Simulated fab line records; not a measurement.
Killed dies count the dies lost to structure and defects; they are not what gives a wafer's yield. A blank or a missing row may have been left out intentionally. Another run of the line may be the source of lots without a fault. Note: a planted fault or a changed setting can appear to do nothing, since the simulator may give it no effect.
fab line records    flow nand-harc
record lots=24  wafers=72  last-day=24
route steps=1159 shown A_STAIRCASE@593
lots untouched by any fault: they come from a run of this same line in which no faults occurred
start-h: hours from the record's first day to the start of the lot's first wafer shown    wait-h: how many hours have passed since the lot's step before this one    " as in the row above    L1.1+2: several wafers, shown together as one row    - no value, or no start was given    * or withheld: withheld    < > ~ a bound
route shown NAME@n: a module of which the file shows steps, and the number in the route of the first    usual: the fault-free wafers' mean and standard deviation    same: alike in all rows    chamber/n: place in a boat    sites: per-site readings    _std_site: standard deviation across them    _edge_site: inner sites' mean taken away from outer sites' mean    radius-mm: how far each site lies from the wafer's centre    mask NAME#n: copy n    behind: the most recent tool/chamber to have shaped the wafer    hold: cause of the lot's hold/its duration in hours/its outcome    device: names the non-switching transistor (n, p or np)    end of line: tests run on the same wafers once the route is complete    a step with no rows: only its recipe    killed: not the wafer's yield, but the dies lost to structure and defects at the first sort    map: the dies of a wafer, with x for killed, . for not killed, _ for no die there
set.NAME: the run value of the setting; set.NAME@STEP: its run value at that earlier step    model.NAME: the simulator's own value behind a step, which no gauge read
route steps across a sampled set of lots; one table per step, one row per wafer
services: from which hour (start-h, from the record's first day; less than 0 if before it) a tool's chamber was out of use, for how many hours, and why
## steps
# step NHARC_A_STAIRCASE_ETCH_199
# recipe target-depth-a=1000  time-s=40.5  ion-energy-ev=400  c4f8-flow-sccm=20  o2-flow-sccm=10  ar-flow-sccm=withheld  rf-w=600  bias-w=1000  chemistry=C4F8/O2
# usual oes-product-au=0.945/0.012  rf-vpp-V=892/4.7
lot.wafer  tool         chamber  start-h  wait-h  oes-product-au  rf-hours-counter-h  rf-vpp-V
L076.1     rie-diel-01  0        -        -       0.947           43                  889
L076.6     "            0        "        "       0.957           -                   889
L076.5     "            1        "        "       0.958           -                   889
L074.3     rie-diel-07  2        -        -       0.974           3                   897
L074.4     "            3        "        "       0.962           4                   895
L074.2     "            1        "        "       0.949           4                   895
L075.3     rie-diel-01  2        -        -       0.935           42                  899
L075.4     "            0        "        "       0.944           45                  887
L075.6     "            3        "        "       0.920           -                   894
L079.2     rie-diel-01  2        -        -       0.963           46                  900
L079.1     "            0        "        "       0.966           49                  889
L079.6     "            2        "        "       0.965           -                   900
L077.1     rie-diel-08  0        -        -       0.956           52                  887
L077.6     "            3        "        "       0.952           -                   889
L077.5     "            0        "        "       0.949           -                   889
L078.1     rie-diel-01  3        -        -       0.924           46                  893
L078.4     "            0        "        "       0.942           50                  888
L078.2     "            2        "        "       0.932           46                  900
L081.1     rie-diel-08  1        -        -       0.929           48                  895
L081.2     "            3        "        "       0.933           56                  888
L081.6     "            2        "        "       0.932           -                   892
L080.1     rie-diel-08  2        -        -       0.932           37                  891
L080.3     "            3        "        "       0.943           56                  888
L080.6     "            1        "        "       0.940           -                   894
L082.3     rie-diel-01  0        -        -       0.954           62                  887
L082.2     "            2        "        "       0.938           60                  899
L082.6     "            0        "        "       0.942           -                   888
L084.2     rie-diel-07  1        -        -       0.941           19                  895
L084.1     "            2        "        "       0.935           20                  898
L084.5     "            0        "        "       0.948           -                   904
L083.3     rie-diel-07  3        -        -       0.928           23                  896
L083.1     "            2        "        "       0.944           23                  896
L083.6     "            0        "        "       0.939           -                   904
L086.1     rie-diel-08  0        -        -       0.948           1                   888
L086.6     "            0        "        "       0.958           -                   888
L086.5     "            1        "        "       0.940           -                   896
L088.3     rie-diel-01  0        -        -       0.949           66                  886
L088.2     "            3        "        "       0.936           61                  895
L088.6     "            0        "        "       0.949           -                   888
L085.4     rie-diel-08  0        -        -       0.950           3                   889
L085.1     "            1        "        "       0.926           2                   894
L085.6     "            1        "        "       0.933           -                   895
L089.1     rie-diel-01  2        -        -       0.942           4                   898
L089.6     "            0        "        "       0.955           -                   888
L089.5     "            1        "        "       0.951           -                   891
L087.3     rie-diel-08  1        -        -       0.948           11                  894
L087.1     "            3        "        "       0.947           14                  887
L087.4     "            0        "        "       0.957           13                  887
L090.4     rie-diel-08  2        -        -       0.948           14                  889
L090.6     "            3        "        "       0.941           -                   889
L090.5     "            0        "        "       0.942           -                   890
L092.5     rie-diel-08  2        -        -       0.937           -                   891
L092.6     "            3        "        "       0.941           -                   887
L092.4     "            0        "        "       0.937           -                   888
L091.4     rie-diel-01  0        -        -       0.970           13                  887
L091.1     "            2        "        "       0.955           11                  899
L091.3     "            3        "        "       0.938           13                  894
L094.5     rie-diel-08  2        -        -       0.946           -                   891
L094.6     "            3        "        "       0.964           -                   886
L094.4     "            0        "        "       0.960           -                   888
L093.1     rie-diel-07  2        -        -       0.957           43                  898
L093.3     "            0        "        "       0.936           38                  905
L093.4     "            1        "        "       0.947           42                  893
L095.1     rie-diel-01  1        -        -       0.946           16                  888
L095.2     "            2        "        "       0.942           17                  900
L095.4     "            3        "        "       0.945           20                  893
L096.3     rie-diel-01  0        -        -       0.948           22                  885
L096.4     "            2        "        "       0.941           19                  899
L096.6     "            0        "        "       0.953           -                   887
L097.4     rie-diel-07  2        -        -       0.951           52                  896
L097.1     "            3        "        "       0.946           54                  894
L097.2     "            0        "        "       0.956           47                  903
# step NHARC_A_STAIRCASE_ETCH_203
# recipe target-depth-a=1000  time-s=40.5  ion-energy-ev=400  c4f8-flow-sccm=20  o2-flow-sccm=10  ar-flow-sccm=withheld  rf-w=600  bias-w=1000  chemistry=C4F8/O2
# usual oes-product-au=0.947/0.018  rf-vpp-V=893/4.8
lot.wafer  tool         chamber  start-h  wait-h  oes-product-au  rf-hours-counter-h  rf-vpp-V
L076.1     rie-diel-01  1        -        -       0.943           45                  890
L076.5     "            1        "        "       0.936           -                   889
L076.6     "            2        "        "       0.942           -                   900
L074.3     rie-diel-07  0        -        -       0.956           4                   904
L074.4     "            2        "        "       0.963           4                   897
L074.2     "            3        "        "       0.952           4                   895
L075.3     rie-diel-01  0        -        -       0.941           45                  887
L075.4     "            3        "        "       0.927           41                  896
L075.6     "            0        "        "       0.937           -                   889
L079.1     rie-diel-01  1        -        -       0.938           50                  891
L079.2     "            2        "        "       0.936           46                  899
L079.6     "            1        "        "       0.942           -                   891
L077.1     rie-diel-08  1        -        -       0.934           45                  895
L077.6     "            0        "        "       0.944           -                   889
L077.5     "            1        "        "       0.937           -                   895
L078.4     rie-diel-01  3        -        -       0.930           46                  894
L078.2     "            0        "        "       0.944           50                  888
L078.1     "            2        "        "       0.950           47                  900
L081.2     rie-diel-08  3        -        -       0.929           56                  888
L081.1     "            1        "        "       0.941           49                  894
L081.6     "            3        "        "       0.929           -                   889
L080.3     rie-diel-08  1        -        -       0.946           49                  895
L080.1     "            2        "        "       0.926           38                  892
L080.6     "            1        "        "       0.948           -                   895
L082.2     rie-diel-01  0        -        -       0.941           62                  886
L082.3     "            1        "        "       0.926           65                  890
L082.6     "            3        "        "       0.932           -                   894
L084.1     rie-diel-07  2        -        -       0.937           20                  896
L084.2     "            0        "        "       0.935           19                  905
L084.5     "            2        "        "       0.944           -                   898
L083.1     rie-diel-07  2        -        -       0.958           23                  897
L083.3     "            1        "        "       0.973           22                  895
L083.6     "            3        "        "       0.948           -                   894
L086.1     rie-diel-08  2        -        -       0.940           1                   890
L086.6     "            2        "        "       0.938           -                   890
L086.5     "            3        "        "       0.949           -                   889
L088.2     rie-diel-07  2        314.99   -       0.993           24                  897
L088.3     "            3        "        "       0.993           24                  894
L088.6     "            2        "        "       0.988           -                   896
L085.1     rie-diel-07  2        321.18   -       0.993           29                  896
L085.6     "            3        "        "       0.984           -                   896
L085.4     "            1        "        "       1.002           -                   894
L089.1     rie-diel-01  3        -        -       0.940           5                   894
L089.6     "            1        "        "       0.930           -                   889
L089.5     "            2        "        "       0.960           -                   899
L087.1     rie-diel-08  2        -        -       0.935           12                  892
L087.4     "            3        "        "       0.953           14                  889
L087.3     "            0        "        "       0.953           13                  887
L090.4     rie-diel-08  3        -        -       0.953           17                  888
L090.6     "            2        "        "       0.954           -                   891
L090.5     "            3        "        "       0.953           -                   888
L091.3     rie-diel-01  3        -        -       0.947           13                  894
L091.1     "            0        "        "       0.968           13                  888
L091.4     "            1        "        "       0.950           11                  890
L092.6     rie-diel-08  3        -        -       0.954           -                   887
L092.5     "            0        "        "       0.949           -                   888
L092.4     "            2        "        "       0.940           -                   890
L094.5     rie-diel-08  3        -        -       0.947           -                   886
L094.4     "            0        "        "       0.939           -                   887
L094.6     "            2        "        "       0.931           -                   892
L093.1     rie-diel-07  3        -        -       0.923           43                  896
L093.3     "            0        "        "       0.946           38                  904
L093.4     "            2        "        "       0.949           43                  895
L095.2     rie-diel-01  1        -        -       0.936           17                  889
L095.1     "            2        "        "       0.943           17                  899
L095.4     "            3        "        "       0.933           21                  892
L096.3     rie-diel-01  3        -        -       0.936           23                  894
L096.4     "            0        "        "       0.951           22                  887
L096.6     "            2        "        "       0.941           -                   899
L097.2     rie-diel-07  1        -        -       0.962           50                  896
L097.1     "            2        "        "       0.964           53                  896
L097.4     "            0        "        "       0.961           48                  903
# step NHARC_A_STAIRCASE_STRIP_254
# recipe power-w=1500  temp-c=250  chemistry=O2
# usual drypump-motor-current-A=5.8/0.46  heater-power-w=333/27
lot.wafer  tool             chamber  start-h  wait-h  drypump-motor-current-A  heater-power-w  rf-hours-counter-h
L076.1     plasma-asher-02  0        266.01   -       5.4                      324             26
L076.6     "                0        "        "       5.4                      310             -
L076.5     "                1        "        "       6.3                      371             -
L074.2     plasma-asher-01  1        266.12   -       5.2                      328             54
L074.3     "                1        "        "       5.2                      328             -
L074.4     "                0        "        "       5.9                      332             -
L075.4     plasma-asher-02  1        268.77   -       6.3                      360             -
L075.3     "                0        "        "       5.4                      310             -
L075.6     "                1        "        "       6.3                      377             -
L079.1     plasma-asher-02  1        275.44   -       6.3                      368             29
L079.2     "                0        "        "       5.4                      312             29
L079.6     "                1        "        "       6.4                      376             -
L078.1     plasma-asher-02  1        276.10   -       6.3                      382             29
L078.2     "                0        "        "       5.4                      314             29
L078.4     "                1        "        "       6.3                      375             -
L077.1     plasma-asher-02  1        276.91   -       6.4                      375             30
L077.6     "                0        "        "       5.4                      316             -
L077.5     "                1        "        "       6.3                      373             -
L080.1     plasma-asher-02  1        280.82   -       6.3                      373             33
L080.3     "                0        "        "       5.4                      316             -
L080.6     "                1        "        "       6.3                      375             -
L081.2     plasma-asher-02  1        281.18   -       6.3                      381             33
L081.1     "                0        "        "       5.4                      309             33
L081.6     "                1        "        "       6.3                      375             -
L082.2     plasma-asher-01  0        311.97   -       6.0                      315             8
L082.3     "                0        "        "       5.9                      306             -
L082.6     "                0        "        "       6.0                      306             -
L084.2     plasma-asher-02  1        313.05   -       6.3                      374             44
L084.1     "                0        "        "       5.4                      312             44
L084.5     "                0        "        "       5.4                      321             -
L083.1     plasma-asher-02  0        317.25   -       5.4                      311             44
L083.3     "                1        "        "       6.3                      368             -
L083.6     "                0        "        "       5.4                      318             -
L086.1     plasma-asher-02  0        322.21   -       5.4                      315             46
L086.5     "                0        "        "       5.4                      310             -
L086.6     "                1        "        "       6.4                      364             -
L088.2     plasma-asher-02  1        322.85   -       6.3                      374             47
L088.3     "                0        "        "       5.4                      318             -
L088.6     "                1        "        "       6.3                      389             -
L085.1     plasma-asher-01  1        327.10   -       5.2                      320             14
L085.4     "                0        "        "       5.9                      310             -
L085.6     "                0        "        "       5.9                      299             -
L089.1     plasma-asher-02  1        340.49   -       6.3                      373             52
L089.5     "                0        "        "       5.4                      320             -
L089.6     "                1        "        "       6.3                      371             -
L087.1     plasma-asher-02  1        341.43   -       6.3                      376             53
L087.4     "                0        "        "       5.4                      317             -
L087.3     "                1        "        "       6.3                      365             -
L090.4     plasma-asher-02  1        351.03   -       6.3                      381             -
L090.5     "                0        "        "       5.4                      314             -
L090.6     "                1        "        "       6.3                      380             -
L092.4     plasma-asher-01  0        362.19   -       5.9                      303             -
L092.6     "                0        "        "       5.9                      310             -
L092.5     "                1        "        "       5.2                      322             -
L091.1     plasma-asher-01  1        362.52   -       5.2                      325             26
L091.4     "                1        "        "       5.2                      325             -
L091.3     "                0        "        "       5.9                      301             -
L094.4     plasma-asher-01  1        366.57   -       5.2                      323             -
L094.5     "                0        "        "       5.9                      308             -
L094.6     "                1        "        "       5.2                      327             -
L093.1     plasma-asher-01  1        366.99   -       5.2                      323             30
L093.3     "                1        "        "       5.2                      324             -
L093.4     "                0        "        "       5.9                      305             -
L095.2     plasma-asher-01  1        381.00   -       5.2                      325             35
L095.1     "                0        "        "       5.9                      308             35
L095.4     "                0        "        "       5.9                      308             -
L096.3     plasma-asher-02  1        386.83   -       6.3                      351             -
L096.4     "                0        "        "       5.4                      321             -
L096.6     "                1        "        "       6.3                      344             -
L097.2     plasma-asher-02  0        389.14   -       5.4                      317             6
L097.1     "                1        "        "       6.3                      345             6
L097.4     "                0        "        "       5.4                      316             -
# step NHARC_A_STAIRCASE_HM_DEP_456
# recipe target-thk-a=15000  temp-c=400  material=aC
# usual throttle-valve-pct=35.000/0.0089
lot.wafer  tool        chamber  start-h  wait-h  throttle-valve-pct
L076.1     acl-dep-01  0        266.84   -       35.006
L076.5     "           0        268.06   -       35.010
L076.6     "           0        "        "       34.998
L074.2     acl-dep-02  0        267.71   -       35.002
L074.3     "           0        "        "       34.991
L074.4     "           0        "        "       34.996
L075.3     acl-dep-03  0        270.09   -       34.993
L075.4     "           0        "        "       35.020
L075.6     "           0        "        "       35.003
L079.1     acl-dep-01  0        276.46   -       34.998
L079.2     "           0        "        "       34.997
L079.6     "           0        277.99   -       35.016
L078.1     acl-dep-02  0        276.91   -       35.006
L078.2     "           0        "        "       35.000
L078.4     "           0        "        "       34.999
L077.1     acl-dep-01  0        278.29   -       35.005
L077.5     "           0        279.51   -       35.000
L077.6     "           0        "        "       34.995
L080.1     acl-dep-03  0        282.07   -       35.021
L080.3     "           0        "        "       34.989
L080.6     "           0        "        "       35.004
L081.1     acl-dep-01  0        284.20   -       34.991
L081.2     "           0        "        "       35.004
L081.6     "           0        285.75   -       35.000
L082.2     acl-dep-03  0        313.24   -       35.012
L082.3     "           0        "        "       35.000
L082.6     "           0        "        "       35.012
L084.1     acl-dep-02  0        313.87   -       35.002
L084.2     "           0        "        "       35.001
L084.5     "           0        "        "       34.999
L083.1     acl-dep-01  0        318.06   -       35.014
L083.3     "           0        "        "       34.999
L083.6     "           0        "        "       34.999
L086.1     acl-dep-02  0        324.26   -       35.012
L086.5     "           0        325.48   -       34.989
L086.6     "           0        "        "       35.004
L088.2     acl-dep-02  0        326.39   -       35.003
L088.3     "           0        "        "       34.992
L088.6     "           0        "        "       34.990
L085.1     acl-dep-02  0        327.93   -       34.994
L085.4     "           0        "        "       35.003
L085.6     "           0        "        "       35.001
L089.1     acl-dep-03  0        341.26   -       35.016
L089.5     "           0        342.49   -       35.009
L089.6     "           0        "        "       35.000
L087.1     acl-dep-01  0        342.19   -       34.998
L087.3     "           0        "        "       34.990
L087.4     "           0        "        "       35.012
L090.4     acl-dep-03  0        354.62   -       35.003
L090.5     "           0        "        "       35.004
L090.6     "           0        "        "       34.993
L091.1     acl-dep-01  0        363.77   -       35.000
L091.3     "           0        "        "       34.998
L091.4     "           0        "        "       35.011
L092.4     acl-dep-03  0        363.84   -       34.989
L092.5     "           0        "        "       34.998
L092.6     "           0        "        "       34.991
L093.1     acl-dep-01  0        367.80   -       35.001
L093.3     "           0        "        "       34.999
L093.4     "           0        "        "       35.002
L094.4     acl-dep-03  0        368.17   -       34.998
L094.5     "           0        "        "       35.002
L094.6     "           0        "        "       34.993
L095.1     acl-dep-03  0        382.24   -       34.993
L095.2     "           0        "        "       34.999
L095.4     "           0        "        "       35.006
L096.3     acl-dep-02  0        391.50   -       35.002
L096.4     "           0        "        "       35.005
L096.6     "           0        "        "       34.999
L097.1     acl-dep-01  0        392.77   -       35.011
L097.2     "           0        "        "       35.006
L097.4     "           0        "        "       34.978
# step NHARC_A_STAIRCASE_HM_OPEN_460
# recipe o2-flow-sccm=400  cos-flow-sccm=20  ar-flow-sccm=0  rf-w=500  bias-w=300  chemistry=O2/COS
# usual drypump-motor-current-A=5.7/0.36  oes-product-au=1.002/0.0095  rf-vpp-V=465.9/2.6  showerhead-plenum-p-Torr=3.06/0.12  throttle-valve-pct=28.331/0.0092
lot.wafer  tool         chamber  start-h  wait-h  drypump-motor-current-A  oes-product-au  rf-hours-counter-h  rf-vpp-V  showerhead-plenum-p-Torr  throttle-valve-pct
L076.1     rie-diel-08  0        -        -       5.7                      1.016           53                  463.4     2.95                      28.348
L076.6     "            3        "        "       5.5                      1.006           -                   462.9     2.95                      28.348
L076.5     "            0        "        "       5.7                      1.012           -                   463.2     2.95                      28.322
L074.4     rie-diel-01  0        -        -       6.7                      1.006           52                  463.3     2.92                      28.332
L074.2     "            1        "        "       5.1                      1.007           53                  464.7     2.96                      28.313
L074.3     "            2        "        "       6.0                      0.992           49                  468.7     3.21                      28.331
L075.4     rie-diel-07  0        -        -       5.8                      1.006           9                   473.0     3.33                      28.313
L075.3     "            2        "        "       5.9                      1.012           10                  467.3     3.15                      28.336
L075.6     "            0        "        "       5.9                      1.022           -                   472.7     3.33                      28.329
L079.1     rie-diel-01  2        -        -       6.0                      0.998           51                  469.6     3.21                      28.343
L079.2     "            3        "        "       5.4                      0.978           50                  466.4     3.07                      28.345
L079.6     "            0        "        "       6.7                      0.995           -                   463.5     2.92                      28.332
L078.2     rie-diel-08  1        -        -       5.5                      1.005           50                  465.6     3.08                      28.313
L078.4     "            2        "        "       6.0                      0.990           40                  465.2     2.99                      28.334
L078.1     "            0        "        "       5.8                      1.008           58                  463.7     2.94                      28.332
L077.1     rie-diel-01  0        -        -       6.7                      1.000           55                  463.0     2.92                      28.332
L077.6     "            0        "        "       6.7                      1.001           -                   462.8     2.92                      28.328
L077.5     "            1        "        "       5.1                      0.999           -                   465.1     2.96                      28.333
L080.1     rie-diel-01  3        -        -       5.4                      0.995           51                  466.0     3.07                      28.336
L080.3     "            2        "        "       6.0                      0.999           53                  469.6     3.20                      28.341
L080.6     "            0        "        "       6.8                      1.006           -                   462.1     2.92                      28.322
L081.2     rie-diel-08  2        -        -       6.0                      0.988           42                  465.2     2.99                      28.329
L081.1     "            1        "        "       5.5                      1.000           53                  466.7     3.08                      28.326
L081.6     "            3        "        "       5.5                      1.003           -                   464.5     2.94                      28.312
L082.3     rie-diel-08  0        -        -       5.8                      0.994           2                   462.8     2.94                      28.332
L082.2     "            1        "        "       5.6                      0.979           2                   464.2     3.08                      28.338
L082.6     "            0        "        "       5.7                      0.989           -                   464.0     2.94                      28.328
L084.2     rie-diel-08  2        -        -       6.0                      1.013           2                   464.5     2.99                      28.337
L084.1     "            0        "        "       5.8                      1.020           3                   463.8     2.94                      28.322
L084.5     "            2        "        "       6.0                      1.007           -                   465.3     2.99                      28.332
L083.3     rie-diel-07  2        -        -       5.9                      1.010           29                  467.2     3.14                      28.338
L083.1     "            3        "        "       5.3                      0.991           29                  466.6     3.08                      28.335
L083.6     "            1        "        "       5.6                      0.993           -                   464.9     3.09                      28.344
L086.1     rie-diel-08  3        -        -       5.5                      1.008           10                  463.4     2.94                      28.336
L086.6     "            2        "        "       6.0                      0.996           -                   464.6     2.99                      28.351
L086.5     "            3        "        "       5.5                      1.003           -                   461.7     2.94                      28.326
L088.2     rie-diel-08  1        -        -       5.5                      0.989           8                   466.2     3.08                      28.330
L088.3     "            3        "        "       5.5                      1.004           10                  463.3     2.94                      28.324
L088.6     "            0        "        "       5.8                      1.002           -                   462.2     2.94                      28.329
L085.4     rie-diel-07  1        -        -       5.6                      1.016           31                  468.9     3.09                      28.317
L085.1     "            2        "        "       5.9                      1.014           33                  467.9     3.14                      28.338
L085.6     "            0        "        "       5.8                      1.013           -                   471.0     3.32                      28.336
L089.1     rie-diel-07  0        -        -       5.8                      1.000           32                  471.9     3.32                      28.338
L089.6     "            0        "        "       5.8                      1.012           -                   471.2     3.32                      28.339
L089.5     "            1        "        "       5.7                      1.005           -                   467.5     3.09                      28.333
L087.3     rie-diel-08  1        -        -       5.5                      0.989           14                  467.2     3.08                      28.353
L087.1     "            2        "        "       6.0                      1.002           14                  463.8     2.98                      28.322
L087.4     "            3        "        "       5.5                      0.994           17                  462.7     2.93                      28.326
L090.6     rie-diel-08  0        -        -       5.8                      1.006           -                   463.2     2.93                      28.335
L090.5     "            2        "        "       6.0                      0.994           -                   464.0     2.98                      28.326
L090.4     "            3        "        "       5.5                      1.004           -                   462.0     2.93                      28.328
L092.4     rie-diel-01  2        -        -       6.0                      1.005           14                  467.7     3.19                      28.336
L092.5     "            1        "        "       5.1                      1.002           -                   462.8     2.95                      28.333
L092.6     "            2        "        "       6.0                      0.997           -                   468.1     3.19                      28.329
L091.4     rie-diel-07  2        -        -       5.9                      1.010           45                  466.7     3.13                      28.319
L091.1     "            0        "        "       5.8                      1.006           40                  471.4     3.32                      28.319
L091.3     "            1        "        "       5.6                      1.007           44                  466.4     3.08                      28.328
L094.4     rie-diel-07  1        -        -       5.6                      1.000           45                  467.6     3.08                      28.337
L094.5     "            0        "        "       5.8                      1.012           -                   470.7     3.32                      28.332
L094.6     "            1        "        "       5.6                      1.006           -                   465.6     3.08                      28.341
L093.3     rie-diel-07  0        -        -       5.8                      1.014           42                  468.9     3.32                      28.332
L093.1     "            1        "        "       5.6                      1.010           46                  467.8     3.08                      28.329
L093.4     "            2        "        "       5.9                      0.998           47                  467.3     3.13                      28.327
L095.4     rie-diel-07  2        -        -       5.9                      1.014           53                  465.6     3.13                      28.341
L095.2     "            0        "        "       5.9                      1.009           48                  471.4     3.31                      28.331
L095.1     "            1        "        "       5.6                      1.001           51                  466.5     3.08                      28.327
L096.4     rie-diel-07  1        -        -       5.7                      1.006           54                  465.5     3.08                      28.337
L096.3     "            0        "        "       5.8                      1.006           52                  471.0     3.31                      28.333
L096.6     "            1        "        "       5.7                      1.002           -                   467.1     3.08                      28.339
L097.1     rie-diel-07  1        -        -       5.6                      1.014           55                  465.7     3.08                      28.339
L097.4     "            2        "        "       6.0                      1.006           58                  466.3     3.12                      28.319
L097.2     "            3        "        "       5.3                      0.995           59                  466.4     3.07                      28.324
# step NHARC_A_STAIRCASE_ETCH_452
# recipe target-depth-a=300  overetch-a=30  time-s=16.5  ion-energy-ev=100  cf4-flow-sccm=80  o2-flow-sccm=20  ar-flow-sccm=0  rf-w=300  bias-w=100  chemistry=CF4/O2
# usual drypump-motor-current-A=5.7/0.38  oes-product-au=1.003/0.0095  rf-vpp-V=197.1/1.3  showerhead-plenum-p-Torr=1.31/0.05  throttle-valve-pct=13.399/0.0096
lot.wafer  tool         chamber  start-h  wait-h  drypump-motor-current-A  oes-product-au  rf-hours-counter-h  rf-vpp-V  showerhead-plenum-p-Torr  throttle-valve-pct
L076.1     rie-diel-08  0        -        -       5.7                      1.009           53                  196.5     1.26                      13.404
L076.6     "            3        "        "       5.5                      1.003           -                   195.8     1.26                      13.391
L076.5     "            0        "        "       5.7                      1.015           -                   197.0     1.26                      13.399
L074.2     rie-diel-01  3        -        -       5.3                      0.987           48                  196.5     1.31                      13.392
L074.3     "            0        "        "       6.7                      1.016           52                  197.0     1.25                      13.393
L074.4     "            1        "        "       5.1                      1.008           53                  194.9     1.27                      13.399
L075.3     rie-diel-07  1        -        -       5.6                      1.018           10                  198.1     1.33                      13.396
L075.4     "            2        "        "       5.9                      1.015           10                  196.8     1.35                      13.405
L075.6     "            3        "        "       5.2                      0.996           -                   197.2     1.32                      13.393
L079.1     rie-diel-01  0        -        -       6.7                      1.000           54                  195.7     1.25                      13.399
L079.2     "            1        "        "       5.1                      1.000           55                  197.5     1.26                      13.413
L079.6     "            0        "        "       6.7                      1.017           -                   194.9     1.25                      13.401
L078.2     rie-diel-08  3        -        -       5.5                      0.998           58                  196.9     1.26                      13.388
L078.1     "            0        "        "       5.8                      1.011           58                  195.0     1.26                      13.410
L078.4     "            1        "        "       5.5                      1.006           50                  198.2     1.32                      13.390
L077.1     rie-diel-01  2        -        -       6.0                      0.997           52                  199.3     1.37                      13.401
L077.5     "            0        "        "       6.7                      1.017           -                   194.8     1.25                      13.391
L077.6     "            1        "        "       5.1                      1.001           -                   195.6     1.26                      13.392
L080.3     rie-diel-01  2        -        -       6.0                      1.001           53                  199.3     1.37                      13.417
L080.1     "            3        "        "       5.3                      0.987           51                  197.1     1.31                      13.402
L080.6     "            0        "        "       6.7                      1.006           -                   196.8     1.25                      13.406
L081.2     rie-diel-08  3        -        -       5.5                      1.001           60                  196.7     1.26                      13.415
L081.1     "            0        "        "       5.8                      1.023           60                  196.6     1.26                      13.388
L081.6     "            1        "        "       5.5                      1.007           -                   197.0     1.32                      13.396
L082.2     rie-diel-08  0        -        -       5.8                      1.001           2                   195.2     1.26                      13.399
L082.3     "            2        "        "       6.0                      1.018           2                   197.7     1.28                      13.402
L082.6     "            3        "        "       5.6                      1.003           -                   195.1     1.25                      13.414
L084.1     rie-diel-08  1        -        -       5.5                      0.987           3                   195.9     1.32                      13.395
L084.2     "            2        "        "       6.0                      1.010           3                   196.0     1.28                      13.398
L084.5     "            1        "        "       5.5                      0.995           -                   196.5     1.32                      13.401
L083.1     rie-diel-07  3        -        -       5.3                      0.994           29                  196.7     1.32                      13.389
L083.3     "            1        "        "       5.6                      1.012           27                  197.6     1.32                      13.388
L083.6     "            1        "        "       5.6                      1.002           -                   196.7     1.32                      13.393
L086.1     rie-diel-08  1        -        -       5.5                      0.986           7                   197.6     1.32                      13.384
L086.6     "            1        "        "       5.5                      0.992           -                   197.2     1.32                      13.399
L086.5     "            2        "        "       6.0                      1.001           -                   196.2     1.28                      13.411
L088.2     rie-diel-08  3        -        -       5.5                      0.997           10                  194.4     1.25                      13.403
L088.3     "            2        "        "       6.0                      0.993           8                   195.6     1.28                      13.384
L088.6     "            3        "        "       5.5                      1.000           -                   195.8     1.25                      13.402
L085.4     rie-diel-07  1        -        -       5.6                      1.006           33                  196.3     1.32                      13.411
L085.1     "            2        "        "       5.9                      0.999           35                  199.2     1.34                      13.407
L085.6     "            0        "        "       5.8                      1.004           -                   199.7     1.42                      13.406
L089.1     rie-diel-07  3        -        -       5.2                      0.984           37                  196.9     1.32                      13.410
L089.6     "            1        "        "       5.6                      1.008           -                   197.2     1.32                      13.388
L089.5     "            2        "        "       5.9                      1.008           -                   197.6     1.34                      13.399
L087.1     rie-diel-08  1        -        -       5.5                      0.999           14                  197.6     1.31                      13.378
L087.3     "            2        "        "       6.0                      0.996           15                  195.4     1.28                      13.384
L087.4     "            3        "        "       5.5                      1.004           17                  196.3     1.25                      13.389
L090.4     rie-diel-08  3        -        -       5.5                      0.997           -                   196.6     1.25                      13.427
L090.6     "            0        "        "       5.7                      1.000           -                   196.7     1.25                      13.388
L090.5     "            2        "        "       6.0                      0.986           -                   196.1     1.27                      13.409
L092.4     rie-diel-01  2        -        -       6.0                      1.001           14                  198.1     1.37                      13.398
L092.6     "            3        "        "       5.3                      0.994           -                   197.0     1.31                      13.389
L092.5     "            0        "        "       6.7                      1.013           -                   196.4     1.24                      13.406
L091.3     rie-diel-07  2        -        -       5.9                      1.001           45                  197.9     1.34                      13.409
L091.4     "            0        "        "       5.8                      1.003           40                  199.4     1.42                      13.408
L091.1     "            1        "        "       5.6                      1.012           44                  196.6     1.32                      13.422
L094.4     rie-diel-07  2        -        -       5.9                      1.010           46                  198.5     1.34                      13.398
L094.6     "            2        "        "       5.9                      1.011           -                   197.5     1.34                      13.415
L094.5     "            3        "        "       5.3                      0.994           -                   197.4     1.31                      13.398
L093.3     rie-diel-07  2        -        -       5.9                      1.014           50                  198.0     1.34                      13.386
L093.1     "            3        "        "       5.2                      1.004           51                  197.3     1.31                      13.410
L093.4     "            0        "        "       5.8                      1.011           45                  198.4     1.42                      13.403
L095.1     rie-diel-07  3        -        -       5.3                      0.987           54                  196.3     1.31                      13.407
L095.4     "            0        "        "       5.8                      1.010           48                  200.2     1.42                      13.407
L095.2     "            1        "        "       5.7                      0.998           51                  197.3     1.32                      13.384
L096.4     rie-diel-07  0        -        -       5.8                      1.022           52                  199.8     1.42                      13.410
L096.3     "            1        "        "       5.6                      1.008           55                  197.9     1.32                      13.393
L096.6     "            1        "        "       5.6                      1.015           -                   196.0     1.32                      13.395
L097.4     rie-diel-07  0        -        -       5.8                      1.010           52                  199.5     1.42                      13.390
L097.1     "            1        "        "       5.6                      1.018           55                  197.1     1.32                      13.404
L097.2     "            3        "        "       5.3                      1.004           59                  198.1     1.31                      13.409
## services
tool             chamber  start-h  hours  kind
rie-diel-08      -        236.07   1.2    repair
rie-diel-08      3        254.08   6.2    repair
rie-diel-08      0        257.49   -      clean
rie-diel-08      1        257.49   -      clean
rie-diel-08      2        257.49   -      clean
plasma-asher-01  -        276.00   9.0    pm
rie-diel-08      0        281.99   -      clean
rie-diel-08      1        281.99   -      clean
rie-diel-08      2        281.99   -      clean
rie-diel-08      3        281.99   -      clean
acl-dep-01       -        293.95   13.0   pm
rie-diel-08      -        302.88   9.0    pm
rie-diel-08      0        302.88   9.0    vent-cycle
rie-diel-08      1        302.88   9.0    vent-cycle
rie-diel-08      2        302.88   9.0    vent-cycle
rie-diel-08      3        302.88   9.0    vent-cycle
rie-diel-08      0        311.88   -      clean
rie-diel-08      1        311.88   -      clean
rie-diel-01      -        314.93   9.0    pm
rie-diel-08      -        321.30   0.4    repair
rie-diel-08      1        348.57   18.6   repair
acl-dep-02       -        351.42   13.0   pm
plasma-asher-02  -        360.00   9.0    pm
rie-diel-01      1        385.95   10.3   repair
## key
fault none
